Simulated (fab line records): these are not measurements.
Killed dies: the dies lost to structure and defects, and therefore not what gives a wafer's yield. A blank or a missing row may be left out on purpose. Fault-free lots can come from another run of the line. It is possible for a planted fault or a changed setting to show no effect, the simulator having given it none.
fab line records	flow n5-finfet	part 1 of 2: steps 1 to 4 of 6
[record] lots = 20	wafers = 60	last-day = 18
route steps=1938 shown BEOL_M0_SAQP@664 BEOL_M0_CUTY@711 BEOL_M0@720
lots that met no fault: from a run of the same line without faults
start-h: hours from the record's first day to the start of the lot's first wafer shown	wait-h: how many hours have passed since the lot's step before this one	" same as the row above	L1.1+2: a row that stands for several wafers	- either no value or no given start	* or withheld: withheld	< > ~ a bound
route shown NAME@n: NAME is a module with steps in the file, n the number in the route of the first one	usual: mean/standard deviation taken from wafers without a fault	same: alike in all rows	chamber/n: place in a boat	sites: each site's reading	_std_site: how widely they spread, as a standard deviation	_edge_site: inner sites' mean taken away from outer sites' mean	radius-mm: for every site, how far away it sits from the centre of the wafer	mask NAME#n: copy n	behind: tool/chamber where the wafer was last shaped	hold: reason for holding the lot/hours on hold/outcome of the hold	device: names the non-switching transistor (n, p or np)	end of line: the tests these same wafers got at the end of their route	where a step has no rows: the recipe by itself	killed: count of dies lost to structure and defects at first sort (not the wafer's yield)	map: shows each die of a wafer: x if killed, . if not, _ if none is there
set.NAME: the setting that was run; set.NAME@STEP: the one run at that earlier step	model.NAME: the simulator's own value behind a step, which no gauge read
the route's steps for a sample of lots (tables are steps, rows are wafers)
services: when a tool's chamber went out of use (start-h, in hours from the record's first day, below 0 if earlier), for how many hours, and the reason
[[steps]]
[step N5_BEOL_M0_SAQP_SPACER1_ETCHBACK_99]
[recipe] chemistry = CHF3/O2	mode = anisotropic-etchback	target = SiO2	target-depth-a = 154	time-s = 7.7	pressure-mtorr = 30	source-w = 650	bias-w = 170	Ar_flow_sccm = 200	CHF3_flow_sccm = 50	O2_flow_sccm = 5	ion-energy-ev = 200
[usual] drypump-motor-current-A = 5.6/0.42	oes-product-au = 0.79/0.086	rf-vpp-V = 529/23	showerhead-plenum-p-Torr = 2.40/0.07	throttle-valve-pct = 18.93/0.21
lot.wafer	tool	chamber	start-h	wait-h	drypump-motor-current-A	oes-product-au	rf-hours-counter-h	rf-vpp-V	showerhead-plenum-p-Torr	throttle-valve-pct
L074.3	rie-diel-04	2	109.68	0.3	5.7	0.71	209	500	2.30	19.31
L074.4	"	1	"	"	5.3	0.74	181	508	2.40	18.85
L074.6	"	2	"	"	5.7	0.72	-	499	2.30	19.31
L075.1	rie-diel-06	2	119.41	0.3	6.0	0.70	200	515	2.38	18.99
L075.3	"	1	"	"	5.7	0.76	153	565	2.38	18.96
L075.5	"	3	"	"	6.2	0.91	-	534	2.47	18.80
L076.1	rie-diel-03	2	126.99	0.3	5.3	0.67	239	530	2.38	18.92
L076.4	"	3	"	"	6.3	0.93	31	519	2.47	19.10
L076.6	"	1	"	"	5.4	0.96	-	567	2.57	18.93
L077.3	rie-diel-04	1	129.67	0.3	5.3	0.73	188	508	2.40	18.87
L077.4	"	3	"	"	5.2	0.90	27	509	2.35	18.73
L077.6	"	0	"	"	5.9	0.73	-	506	2.39	19.05
L081.3	rie-diel-03	1	155.13	0.3	5.4	0.92	10	565	2.57	18.93
L081.5	"	1	"	"	5.4	0.92	-	565	2.57	18.93
L081.6	"	0	"	"	5.1	0.72	-	564	2.42	19.09
L082.2	rie-diel-06	2	159.92	0.3	6.0	0.70	213	515	2.37	19.00
L082.4	"	1	"	"	5.7	0.76	166	564	2.38	18.98
L082.5	"	3	"	"	6.2	0.89	-	533	2.47	18.79
L083.1	rie-diel-06	1	170.39	0.3	5.7	0.76	168	563	2.38	19.00
L083.4	"	2	"	"	6.0	0.71	215	516	2.37	19.02
L083.6	"	0	"	"	5.2	0.83	-	520	2.33	18.65
L084.1	rie-diel-06	0	175.93	0.3	5.2	0.83	68	520	2.33	18.65
L084.4	"	2	"	"	6.0	0.70	217	514	2.37	19.03
L084.6	"	0	"	"	5.2	0.83	-	519	2.33	18.66
L085.1	rie-diel-04	2	182.31	0.3	5.7	0.69	230	500	2.29	19.36
L085.2	"	1	"	"	5.3	0.71	205	507	2.39	18.89
L085.3	"	0	"	"	5.9	0.71	187	506	2.38	19.06
L086.2	rie-diel-06	3	187.39	0.3	6.2	0.88	35	534	2.47	18.82
L086.3	"	2	"	"	6.1	0.70	220	515	2.37	19.02
L086.4	"	1	"	"	5.7	0.75	174	563	2.38	19.01
L088.1	rie-diel-03	3	203.71	0.3	6.4	0.88	58	518	2.46	19.15
L088.4	"	1	"	"	5.3	0.88	28	565	2.56	18.96
L088.5	"	2	"	"	5.3	0.92	-	529	2.37	18.50
L089.1	rie-diel-04	2	204.57	0.3	5.7	0.69	233	499	2.29	19.35
L089.5	"	1	"	"	5.2	0.71	-	508	2.39	18.90
L089.6	"	0	"	"	5.9	0.71	-	508	2.38	19.10
L090.1	rie-diel-03	2	208.36	0.3	5.3	0.90	13	530	2.37	18.49
L090.3	"	1	"	"	5.4	0.88	30	566	2.56	18.99
L090.6	"	3	"	"	6.4	0.87	-	518	2.46	19.13
L091.1	rie-diel-03	2	211.47	0.3	5.3	0.90	14	528	2.37	18.50
L091.2	"	3	"	"	6.3	0.88	61	518	2.46	19.15
L091.4	"	0	"	"	5.1	0.71	208	562	2.41	19.13
L092.1	rie-diel-03	2	217.68	0.3	5.3	0.90	16	530	2.37	18.49
L092.2	"	0	"	"	5.1	0.71	210	564	2.41	19.12
L092.3	"	3	"	"	6.4	0.88	62	520	2.46	19.13
L093.1	rie-diel-03	1	226.24	0.3	5.4	0.86	35	566	2.56	18.98
L093.3	"	3	"	"	6.3	0.87	65	517	2.46	19.17
L093.4	"	2	"	"	5.3	0.90	18	529	2.37	18.50
L094.3	rie-diel-06	1	231.44	0.3	5.7	0.74	189	564	2.37	19.03
L094.4	"	3	"	"	6.2	0.85	50	532	2.46	18.84
L094.6	"	1	"	"	5.7	0.74	-	563	2.37	19.01
L095.2	rie-diel-04	0	235.46	0.3	5.9	0.71	198	505	2.38	19.09
L095.5	"	3	"	"	5.2	0.84	-	508	2.34	18.77
L095.6	"	0	"	"	5.9	0.70	-	506	2.38	19.10
L096.3	rie-diel-04	2	243.40	0.4	5.7	0.69	245	499	2.29	19.37
L096.5	"	3	"	"	5.2	0.84	-	508	2.34	18.78
L096.6	"	0	"	"	5.9	0.70	-	507	2.38	19.11
L097.2	rie-diel-06	3	252.42	0.3	6.2	0.84	59	532	2.46	18.84
L097.3	"	0	"	"	5.2	0.78	97	520	2.32	18.68
L097.5	"	1	"	"	5.7	0.73	-	562	2.37	19.04
[step N5_BEOL_M0_SAQP_MANDREL1_REMOVE_100]
[recipe] chemistry = HBr/Cl2/O2	bt-time-s = 10	target = a-Si	stop-on = SiNx	endpoint = OES-SiCl	over-etch-frac = 0.85	icp-w = 600	bias-w = 30	HBr_flow_sccm = 150	Cl2_flow_sccm = 80	O2_flow_sccm = 5	pressure-mtorr = 10
[usual] drypump-motor-current-A = 5.9/0.49	mfc-cl2-sccm = 80.01/0.24	oes-product-au = 0.994/0.016	throttle-valve-pct = 36.9/0.58
lot.wafer	tool	chamber	start-h	wait-h	drypump-motor-current-A	mfc-cl2-sccm	oes-product-au	rf-hours-counter-h	throttle-valve-pct
L074.3	rie-si-04	3	109.76	0.1	5.5	80.31	0.985	92	36.2
L074.4	"	0	"	"	6.3	80.03	1.005	167	36.6
L074.6	"	0	"	"	6.3	79.60	0.997	-	36.6
L075.1	rie-si-04	3	119.50	0.1	5.5	80.06	0.992	92	36.2
L075.3	"	0	"	"	6.4	79.76	0.996	167	36.6
L075.5	"	3	"	"	5.5	80.08	0.981	-	36.2
L076.1	rie-si-04	2	127.07	0.1	5.4	80.42	0.977	38	37.8
L076.4	"	1	"	"	6.1	79.77	0.993	72	37.2
L076.6	"	3	"	"	5.5	80.02	0.989	-	36.2
L077.3	rie-si-04	1	129.75	0.1	6.1	80.17	0.982	72	37.2
L077.4	"	0	"	"	6.4	80.54	0.998	167	36.6
L077.6	"	1	"	"	6.1	80.17	0.975	-	37.2
L081.3	rie-si-02	2	155.21	0.1	6.0	79.90	0.984	56	36.5
L081.5	"	2	"	"	6.0	80.52	0.975	-	36.5
L081.6	"	3	"	"	6.6	80.04	0.957	-	37.3
L082.2	rie-si-03	0	160.01	0.1	6.4	79.71	1.006	43	36.9
L082.4	"	3	"	"	5.0	79.95	0.984	5	36.0
L082.5	"	0	"	"	6.3	79.74	1.001	-	36.8
L083.1	rie-si-03	0	170.47	0.1	6.4	80.12	1.002	43	36.8
L083.4	"	2	"	"	6.1	79.68	1.011	83	37.8
L083.6	"	1	"	"	5.8	80.01	0.991	-	36.2
L084.1	rie-si-02	0	176.02	0.1	5.5	80.53	1.010	32	36.7
L084.4	"	1	"	"	5.3	79.84	1.023	36	37.1
L084.6	"	1	"	"	5.3	80.00	1.027	-	37.1
L085.1	rie-si-02	0	182.39	0.1	5.5	80.08	1.000	32	36.7
L085.2	"	2	"	"	6.0	79.76	0.988	57	36.5
L085.3	"	1	"	"	5.3	80.11	1.025	36	37.1
L086.2	rie-si-03	0	187.48	0.1	6.4	79.68	0.999	44	36.8
L086.3	"	1	"	"	5.8	79.90	0.985	142	36.2
L086.4	"	2	"	"	6.1	80.29	1.004	84	37.8
L088.1	rie-si-03	2	203.79	0.1	6.1	80.43	1.012	84	37.8
L088.4	"	0	"	"	6.4	80.19	1.005	44	36.8
L088.5	"	2	"	"	6.1	80.29	1.009	-	37.8
L089.1	rie-si-02	0	204.65	0.1	5.5	80.35	1.012	32	36.7
L089.5	"	3	"	"	6.6	80.09	0.978	-	37.3
L089.6	"	2	"	"	6.0	79.97	0.999	-	36.4
L090.1	rie-si-02	3	208.44	0.1	6.6	80.17	0.978	123	37.3
L090.3	"	2	"	"	6.0	80.02	0.990	57	36.5
L090.6	"	2	"	"	6.0	80.09	0.994	-	36.4
L091.1	rie-si-02	3	211.55	0.1	6.6	80.07	0.973	123	37.3
L091.2	"	1	"	"	5.3	79.74	1.027	37	37.2
L091.4	"	2	"	"	6.1	80.00	0.989	57	36.4
L092.1	rie-si-03	3	217.77	0.1	5.0	80.08	0.983	6	36.0
L092.2	"	0	"	"	6.4	79.66	1.006	44	36.8
L092.3	"	2	"	"	6.2	80.06	1.006	84	37.8
L093.1	rie-si-04	3	226.32	0.1	5.5	79.98	0.976	94	36.2
L093.3	"	0	"	"	6.3	79.89	0.973	169	36.7
L093.4	"	1	"	"	6.1	80.46	0.995	74	37.2
L094.3	rie-si-03	3	231.52	0.1	5.0	80.25	0.986	6	36.0
L094.4	"	1	"	"	5.8	79.78	0.978	143	36.2
L094.6	"	3	"	"	5.0	79.86	0.984	-	36.0
L095.2	rie-si-03	2	235.54	0.1	6.2	80.24	1.003	85	37.8
L095.5	"	1	"	"	5.8	80.27	0.975	-	36.2
L095.6	"	2	"	"	6.2	80.08	1.006	-	37.8
L096.3	rie-si-02	0	243.48	0.1	5.5	80.12	0.998	33	36.7
L096.5	"	2	"	"	6.0	79.98	0.995	-	36.4
L096.6	"	3	"	"	6.6	79.74	0.975	-	37.3
L097.2	rie-si-04	1	252.51	0.1	6.1	79.58	1.003	74	37.2
L097.3	"	2	"	"	5.4	80.23	0.990	41	37.9
L097.5	"	1	"	"	6.1	79.99	1.003	-	37.2
[step N5_BEOL_M0_SAQP_ETCH_101]
[recipe] chemistry = CH3F/O2	target = SiNx	mask-material = SiO2	target-depth-a = 299	time-s = 42.7	pressure-mtorr = 30	source-w = 395	bias-w = 73	Ar_flow_sccm = 150	CH3F_flow_sccm = 30	O2_flow_sccm = 20	ion-energy-ev = 120
[usual] drypump-motor-current-A = 5.6/0.4	oes-product-au = 0.77/0.082	rf-vpp-V = 297/12	showerhead-plenum-p-Torr = 1.98/0.052	throttle-valve-pct = 16.43/0.2
lot.wafer	tool	chamber	start-h	wait-h	drypump-motor-current-A	oes-product-au	rf-hours-counter-h	rf-vpp-V	showerhead-plenum-p-Torr	throttle-valve-pct
L074.3	rie-diel-04	0	109.91	0.0	5.9	0.73	163	288	1.99	16.54
L074.4	"	1	"	"	5.3	0.73	181	289	1.99	16.37
L074.6	"	3	"	"	5.2	0.90	-	290	1.96	16.22
L075.1	rie-diel-03	2	119.65	0.0	5.3	0.68	237	301	1.98	16.46
L075.3	"	3	"	"	6.4	0.93	29	293	2.06	16.50
L075.5	"	1	"	"	5.4	0.98	-	322	2.14	16.32
L076.1	rie-diel-04	2	127.29	0.1	5.7	0.71	214	284	1.91	16.80
L076.4	"	3	"	"	5.2	0.88	26	290	1.96	16.25
L076.6	"	3	"	"	5.1	0.89	-	289	1.96	16.22
L077.3	rie-diel-06	2	129.90	0.0	6.0	0.71	203	291	1.97	16.50
L077.4	"	3	"	"	6.3	0.91	22	303	2.06	16.23
L077.6	"	2	"	"	6.1	0.71	-	293	1.97	16.49
L081.3	rie-diel-03	0	155.36	0.0	5.1	0.73	187	318	2.00	16.51
L081.5	"	1	"	"	5.4	0.93	-	321	2.14	16.36
L081.6	"	0	"	"	5.1	0.72	-	318	2.00	16.53
L082.2	rie-diel-06	2	160.16	0.0	6.1	0.69	213	293	1.97	16.51
L082.4	"	0	"	"	5.2	0.82	64	294	1.93	16.13
L082.5	"	3	"	"	6.2	0.90	-	302	2.06	16.25
L083.1	rie-diel-04	0	170.62	0.0	5.9	0.72	183	288	1.98	16.60
L083.4	"	1	"	"	5.2	0.71	202	288	1.99	16.38
L083.6	"	2	"	"	5.7	0.71	-	283	1.90	16.84
L084.1	rie-diel-04	0	176.17	0.0	5.9	0.71	185	288	1.98	16.60
L084.4	"	1	"	"	5.3	0.71	203	289	1.98	16.39
L084.6	"	1	"	"	5.2	0.70	-	289	1.98	16.38
L085.1	rie-diel-06	3	182.54	0.0	6.2	0.88	34	302	2.05	16.26
L085.2	"	0	"	"	5.2	0.82	70	297	1.93	16.12
L085.3	"	1	"	"	5.7	0.75	172	320	1.97	16.48
L086.2	rie-diel-06	0	187.63	0.0	5.2	0.82	72	297	1.93	16.14
L086.3	"	2	"	"	6.1	0.69	220	292	1.97	16.55
L086.4	"	1	"	"	5.7	0.76	174	320	1.97	16.47
L088.1	rie-diel-06	1	203.95	0.1	5.7	0.74	181	319	1.97	16.50
L088.4	"	3	"	"	6.2	0.87	41	303	2.05	16.27
L088.5	"	3	"	"	6.2	0.87	-	304	2.05	16.27
L089.1	rie-diel-04	0	204.87	0.1	5.9	0.71	190	288	1.98	16.61
L089.5	"	1	"	"	5.2	0.70	-	289	1.98	16.41
L089.6	"	0	"	"	5.9	0.72	-	287	1.98	16.62
L090.1	rie-diel-04	3	208.90	0.3	5.2	0.85	47	288	1.95	16.27
L090.3	"	0	"	"	5.9	0.71	191	289	1.98	16.60
L090.6	"	1	"	"	5.3	0.70	-	290	1.98	16.41
L091.1	rie-diel-06	3	211.70	0.0	6.2	0.86	44	303	2.05	16.28
L091.2	"	1	"	"	5.7	0.74	183	318	1.97	16.50
L091.4	"	0	"	"	5.2	0.79	80	294	1.93	16.15
L092.1	rie-diel-04	2	217.92	0.0	5.7	0.69	237	284	1.90	16.84
L092.2	"	1	"	"	5.3	0.70	212	288	1.98	16.39
L092.3	"	3	"	"	5.2	0.84	48	289	1.95	16.29
L093.1	rie-diel-04	1	226.47	0.0	5.2	0.70	214	289	1.98	16.41
L093.3	"	3	"	"	5.2	0.84	51	289	1.95	16.29
L093.4	"	0	"	"	5.9	0.71	195	287	1.98	16.62
L094.3	rie-diel-06	0	231.67	0.0	5.2	0.78	87	297	1.93	16.16
L094.4	"	3	"	"	6.2	0.85	50	304	2.05	16.30
L094.6	"	0	"	"	5.2	0.79	-	296	1.93	16.16
L095.2	rie-diel-04	1	235.69	0.0	5.2	0.70	217	288	1.98	16.41
L095.5	"	3	"	"	5.1	0.84	-	289	1.95	16.29
L095.6	"	2	"	"	5.7	0.69	-	284	1.90	16.84
L096.3	rie-diel-04	0	243.94	0.3	5.9	0.71	201	287	1.98	16.63
L096.5	"	3	"	"	5.1	0.84	-	288	1.95	16.30
L096.6	"	2	"	"	5.7	0.69	-	283	1.90	16.85
L097.2	rie-diel-06	3	252.68	0.1	6.1	0.84	59	302	2.05	16.31
L097.3	"	1	"	"	5.7	0.73	198	319	1.96	16.54
L097.5	"	3	"	"	6.1	0.83	-	303	2.04	16.31
[step N5_BEOL_M0_CUTY_DESCUM_61]
[recipe] chemistry = O2	time-s = 7.9	source-power-w = 50	bias-power-w = 20	pressure-mtorr = 20	rf-frequency-hz = 2.712e+07	temp-c = 40	resist = CAR-ArF-block	o2-flow-sccm = 225
[usual] drypump-motor-current-A = 5.8/0.46	oes-product-au = 0.76/0.078	rf-vpp-V = 243.0/1.3	showerhead-plenum-p-Torr = 2.10/0.073	throttle-valve-pct = 20.6/0.31
lot.wafer	tool	chamber	start-h	wait-h	drypump-motor-current-A	oes-product-au	rf-hours-counter-h	rf-vpp-V	showerhead-plenum-p-Torr	throttle-valve-pct
L074.3	rie-diel-02	2	114.88	0.0	5.8	0.82	76	242.9	2.13	20.5
L074.4	"	1	"	"	5.9	0.76	116	242.3	2.01	20.3
L074.6	"	2	"	"	5.7	0.83	-	244.5	2.13	20.4
L075.1	rie-diel-05	2	123.42	0.0	5.8	0.73	185	242.4	2.08	20.4
L075.3	"	3	"	"	5.6	0.70	211	244.0	2.15	20.3
L075.5	"	1	"	"	4.8	0.71	-	244.1	2.18	21.0
L076.1	rie-diel-05	2	131.09	0.1	5.9	0.72	187	243.7	2.08	20.4
L076.4	"	0	"	"	6.3	0.77	145	242.3	2.02	20.5
L076.6	"	0	"	"	6.4	0.77	-	242.3	2.02	20.5
L077.3	rie-diel-05	2	133.82	0.0	5.9	0.71	188	242.2	2.08	20.4
L077.4	"	2	"	"	5.8	0.72	-	242.2	2.08	20.4
L077.6	"	1	"	"	4.8	0.70	-	244.6	2.18	20.9
L081.3	rie-diel-02	1	160.97	0.0	5.8	0.76	132	243.2	2.00	20.3
L081.5	"	1	"	"	5.8	0.76	-	242.1	2.00	20.3
L081.6	"	2	"	"	5.8	0.81	-	243.9	2.12	20.5
L082.2	rie-diel-02	2	165.29	0.2	5.7	0.81	93	243.0	2.12	20.5
L082.4	"	3	"	"	5.9	0.91	24	241.1	2.06	20.5
L082.5	"	2	"	"	5.7	0.81	-	243.6	2.12	20.5
L083.1	rie-diel-01	3	174.62	0.0	5.8	0.75	170	241.8	2.08	20.4
L083.4	"	2	"	"	5.7	0.76	172	243.1	2.20	21.1
L083.6	"	3	"	"	5.8	0.76	-	243.4	2.08	20.4
L084.1	rie-diel-05	0	181.68	0.0	6.4	0.74	165	241.8	2.01	20.5
L084.4	"	1	"	"	4.7	0.69	208	244.9	2.17	21.0
L084.6	"	3	"	"	5.6	0.68	-	244.5	2.15	20.3
L085.1	rie-diel-01	2	186.72	0.0	5.7	0.75	178	243.2	2.20	21.1
L085.2	"	3	"	"	5.7	0.74	175	243.0	2.07	20.4
L085.3	"	0	"	"	6.2	0.67	243	241.3	1.98	20.9
L086.2	rie-diel-05	0	191.54	0.4	6.4	0.75	168	243.3	2.01	20.5
L086.3	"	3	"	"	5.6	0.69	232	242.9	2.15	20.3
L086.4	"	2	"	"	5.8	0.70	208	242.0	2.07	20.4
L088.1	rie-diel-01	1	207.58	0.0	6.5	0.93	5	243.5	2.17	19.9
L088.4	"	1	"	"	6.5	0.92	-	243.7	2.17	19.9
L088.5	"	1	"	"	6.5	0.92	-	243.6	2.17	20.0
L089.1	rie-diel-01	1	208.91	0.3	6.6	0.92	5	244.5	2.17	20.0
L089.5	"	1	"	"	6.6	0.92	-	243.1	2.16	19.9
L089.6	"	2	"	"	5.7	0.74	-	244.8	2.20	21.1
L090.1	rie-diel-02	1	213.01	0.4	5.9	0.74	151	242.1	2.00	20.4
L090.3	"	3	"	"	5.9	0.88	43	242.7	2.06	20.5
L090.6	"	3	"	"	5.9	0.88	-	243.5	2.06	20.5
L091.1	rie-diel-02	0	215.45	0.2	5.3	0.74	206	244.0	2.08	20.9
L091.2	"	3	"	"	5.9	0.88	44	242.5	2.06	20.5
L091.4	"	0	"	"	5.3	0.74	-	242.3	2.08	20.9
L092.1	rie-diel-05	3	221.60	0.0	5.6	0.67	244	243.5	2.14	20.4
L092.2	"	1	"	"	4.8	0.67	223	245.2	2.17	21.0
L092.3	"	0	"	"	6.4	0.73	177	241.0	2.01	20.5
L093.1	rie-diel-01	0	230.73	0.0	6.3	0.97	6	245.6	2.24	20.6
L093.3	"	3	"	"	5.7	0.74	191	242.5	2.07	20.5
L093.4	"	1	"	"	6.5	0.90	16	243.3	2.16	20.0
L094.3	rie-diel-02	3	235.39	0.0	5.9	0.86	53	240.9	2.05	20.5
L094.4	"	3	"	"	5.9	0.86	-	242.8	2.05	20.5
L094.6	"	1	"	"	5.8	0.73	-	242.2	1.99	20.4
L095.2	rie-diel-01	0	239.36	0.0	6.3	0.96	8	244.6	2.24	20.6
L095.5	"	3	"	"	5.7	0.75	-	241.8	2.07	20.5
L095.6	"	0	"	"	6.3	0.95	-	245.8	2.24	20.6
L096.3	rie-diel-02	2	248.22	0.0	5.8	0.79	112	242.6	2.11	20.5
L096.5	"	0	"	"	5.3	0.73	-	242.0	2.07	20.9
L096.6	"	1	"	"	5.8	0.73	-	240.9	1.99	20.4
L097.2	rie-diel-05	2	256.99	0.2	5.9	0.68	232	242.4	2.07	20.5
L097.3	"	0	"	"	6.4	0.74	190	241.0	2.00	20.5
L097.5	"	2	"	"	5.9	0.69	-	243.2	2.07	20.5
